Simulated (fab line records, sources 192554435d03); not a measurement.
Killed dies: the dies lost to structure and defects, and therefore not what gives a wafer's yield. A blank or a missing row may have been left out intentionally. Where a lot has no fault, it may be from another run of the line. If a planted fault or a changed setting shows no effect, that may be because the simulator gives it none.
8D (eight disciplines) problem report, filled in by code | flow n5 finfet | the parts of the form that need people (team, actions taken, sign-off) are left out

## 1. PROBLEM STATEMENT
trench depth nm at N5_BEOL_M11_OCD_MEAS_38 reads a mean of 93.7 nm on 2 wafers of 2 lots; wafers without a fault read 147.7 nm with a standard deviation of 2.9. Relative to the usual mean, that is a shift of -19 standard deviations.
Seen first at day 13 02:34 on ocd-02, wafer L467.1. The record holds 36 wafers of 12 lots with a number at this step. By rule, "out" or "out of limits" means more than 4 standard deviations away from the usual mean. Any other wafer with a number is counted as sound.

## 2. WHAT IT IS, AND WHAT IT ISN'T
question                    | is                | is not
which readings at this step | trench depth nm   | -
which lots                  | L467, L469        | L458, L459, L460, L461, L473, L474, L478, L479, L480, L481
which wafers of those lots  | L467.1, L469.1    | L467.5, L467.6, L469.4, L469.5
read on which gauges        | ocd-02            | ocd-01
when                        | from day 13 02:34 | up to then (14 sound wafers); but 20 sound wafers of L469, L473, L474, L478, L479, L480, L481 came after

## 3. WHAT RULES OUT EACH SUSPECT
Counting: any tool at a process step up to the reading remains a suspect provided it ran every lot that is out. Sound lots after the first of them don't rule it out here, since some wafers of a struck lot are sound.
- the gauge at N5_BEOL_M11_OCD_MEAS_38: ruled out. All the wafers that are out were read on ocd-02, but those of them that N5_BEOL_M11_THK_MEAS_53 has rows for are out there too, on other tools.
- rie diel-05 at N5_BEOL_M11_TRENCH_ETCH_37 (etches SiCOH lowk in C4F6/O2, target depth 148.83 nm, time 48 s): kept. Ran every lot that is out, first one L467 (day 13 02:22); last sound lot up to then L459 (day 10 19:46).
- rie diel-05 at N5_BEOL_M11_ETCH_41 (etches SiCN in CH3F/O2, target depth 42.6 nm, time 86 s): kept. Ran every lot that is out, first one L467 (day 13 02:34); last sound lot up to then L459 (day 10 19:56). N5_BEOL_M11_ETCH_41 gives no start for some lots, so the hours and the order of its lots are those of N5_BEOL_M11_OCD_MEAS_38.
Left after counting: rie diel-05 at N5_BEOL_M11_TRENCH_ETCH_37, rie diel-05 at N5_BEOL_M11_ETCH_41.

## 4. THE CAUSE (what the simulator had put in)
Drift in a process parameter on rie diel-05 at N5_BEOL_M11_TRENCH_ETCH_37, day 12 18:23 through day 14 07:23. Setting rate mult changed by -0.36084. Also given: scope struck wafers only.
After counting, 2 suspects remain, this tool included.

## 5. THE EFFECT CHAIN, in route order
Each row: a reading where the mean over the struck wafers with a number is more than 3 standard deviations away from the usual. Only readings whose record carries a usual standard deviation are examined. hours: median over the lots of the time between each lot's start at the first step of this table that gives one and its start at this step. sigmas: the change, counted in usual standard deviations.
hours | step                       | reading           | usual        | on struck wafers | change | sigmas
0     | N5_BEOL_M11_TRENCH_ETCH_37 | oes product au    | 0.82 a.u.    | 0.56             | -0.26  | -3.0
0     | N5_BEOL_M11_OCD_MEAS_38    | trench depth nm   | 147.7 nm     | 93.7             | -54.0  | -19
4     | N5_BEOL_M11_THK_MEAS_53    | M11_THK           | 140 nm       | 84               | -56    | -16
4     | N5_BEOL_M11_RS_MEAS_57     | M11_RS            | 0.153 ohm/sq | 0.269            | +0.116 | +30
28    | N5_BEOL_M15_RC_MEAS_101    | SERP_M11          | 3.09 ohm/um  | 5.47             | +2.38  | +25
28    | N5_BEOL_M15_RC_MEAS_101    | SERP_M11_max_site | 3.19 ohm/um  | 5.65             | +2.46  | +26
The process steps in it:
- N5_BEOL_M11_TRENCH_ETCH_37: etches SiCOH lowk in C4F6/O2, target depth 148.83 nm, time 48 s.

## 6. HOW IT WOULD HAVE BEEN CAUGHT EARLIER
The first out-of-limits reading at a measuring or inspecting step in this record came at day 13 02:34, 8 hours after the fault's start at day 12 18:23.
Of the tool readings at N5_BEOL_M11_TRENCH_ETCH_37 for which the record gives a usual standard deviation, none was out on any struck wafer, so an alarm limit of 4 standard deviations on them would not have fired.
Among the 2 lots that are out, L469 began N5_BEOL_M11_TRENCH_ETCH_37 on rie diel-05 after day 13 02:34. A hold on the tool at that time would have spared it.
